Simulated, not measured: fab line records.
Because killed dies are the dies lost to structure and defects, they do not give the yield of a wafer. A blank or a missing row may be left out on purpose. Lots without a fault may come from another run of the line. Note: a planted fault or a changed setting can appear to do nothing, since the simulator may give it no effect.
Comparing a struck lot with a sound one / flow n5-finfet / 15 steps out of a route of 1938
Sound: these wafers, L711.2, L711.3, L711.5. Wafers struck: L716.3, L716.4, L716.6. The cause is given at the end.
At each step with rows: each side's tool, then ch and its chambers, then its first start. Under that, the readings that differ: sound wafers / struck wafers / difference of the means / sigmas: that difference in standard deviations of wafers without a fault.
alike: words and numbers the same on both sides, and readings whose means are apart by under 2 such deviations; not compared: readings that were withheld, readings missing a value for some wafer, numbers with overlapping values and no deviation given by the record, and bounds like >300 which may hide the same value.
A row with sigmas, a row that says differs or no value, or rows on one side alone: a step with any of these is where the two part. Numbers that have no deviation but don't overlap get no sigmas and don't part them. A reading that every wafer of one side lacks parts them only if that side has two wafers or more.

first, 6 steps without rows for these wafers: N5_MIM_BOT_LITHO_EBR_04; N5_MIM_BOT_LITHO_SOFTBAKE_03 (time 90 s); N5_MIM_BOT_LITHO_EXPOSE_05 (exposes mask MIM BOT); N5_MIM_BOT_LITHO_PEB_06; N5_MIM_BOT_LITHO_DEVELOP_07 (develop time 60 s); N5_MIM_BOT_LITHO_HARDBAKE_09 (time 120 s).
N5_MIM_BOT_LITHO_CD_MEAS_08: target cd 3000 nm.
  sound on cd-sem-01 ch 0, day 16 02:56; struck on cd-sem-02 ch 0, day 17 05:03
  alike: cd-nm
N5_MIM_BOT_LITHO_OVL_MEAS_11:
  sound on overlay-02 ch 0, day 16 02:58; struck on overlay-01 ch 0, day 17 05:05
  alike: MIM_BOT_OVL
N5_MIM_BOT_LITHO_INSPECT_12: inspects for defects (macro).
  struck on defect-inspect-01, day 17 05:06; sound on defect-inspect-02, day 16 02:59
  alike: raw-defect-count
N5_MIM_BOT_LITHO_DESCUM_10: chemistry O2, time 7.9 s.
  sound on rie-diel-06 ch 1,3, day 16 03:02; struck on rie-diel-05 ch 0,2, day 17 05:30
  alike: drypump-motor-current-A, oes-product-au, rf-vpp-V, showerhead-plenum-p-Torr, throttle-valve-pct
  not compared: rf-hours-counter-h
N5_MIM_BOT_ETCH_ETCH_04: etches SiNx in CF4/O2, target depth 26 nm, time 13 s.
  sound on rie-diel-06 ch 1,3, day 16 03:05; struck on rie-diel-05 ch 0,2, day 17 05:34
  alike: drypump-motor-current-A, mfc-ar-sccm, oes_o_777_au, oes-product-au, rf-vpp-V, showerhead-plenum-p-Torr, throttle-valve-pct
  not compared: rf-hours-counter-h
N5_MIM_BOT_ETCH_ETCH_03: etches the open film in Cl2/BCl3, target depth 12 nm.
  sound on rie-metal-03 ch 0,1, day 16 03:11; struck on rie-metal-03 ch 0,1, day 17 05:41
  alike: drypump-motor-current-A, oes-product-au, throttle-valve-pct
  not compared: rf-hours-counter-h
N5_MIM_BOT_ETCH_ETCH_00: etches TiN in Cl2/BCl3, target depth 45.5 nm.
  sound on rie-metal-03 ch 0,1, day 16 03:16; struck on rie-metal-03 ch 0,1, day 17 05:47
reading=model.etch.depth-nm (nm); sound=45.85 43.9 43.64; struck=37.61 39.52 37.86; difference=-6.13; sigmas=
  alike: drypump-motor-current-A, mfc-ar-sccm, oes-product-au, throttle-valve-pct
  not compared: rf-hours-counter-h
N5_MIM_BOT_ETCH_STRIP_01: strips in O2.
  sound on rie-diel-04 ch 0,1,3, day 16 03:25; struck on rie-diel-05 ch 1,3, day 17 06:00
  alike: drypump-motor-current-A, oes-product-au, rf-vpp-V, showerhead-plenum-p-Torr, throttle-valve-pct
  not compared: rf-hours-counter-h
N5_PASSIVATION_PROBE_49:
  struck on prober-02, day 17 16:03; sound on prober-01, day 16 11:36
reading=killed-at-other; sound=0 4; struck=17 3; difference=+8; sigmas=+3
  alike: defect-limited-yield, killed_at_M0_to_M3, killed_at_M4_up, killed-at-contacts, killed-at-front-end, killed-dies, killed-open, killed-short, sort_bin_5_function, sort_bin_6_memory, sort-n-pass, sort-yield-pct

WHERE THEY PART
Only at N5_PASSIVATION_PROBE_49, as far as this record shows.

WHY: what had been put in by the simulator
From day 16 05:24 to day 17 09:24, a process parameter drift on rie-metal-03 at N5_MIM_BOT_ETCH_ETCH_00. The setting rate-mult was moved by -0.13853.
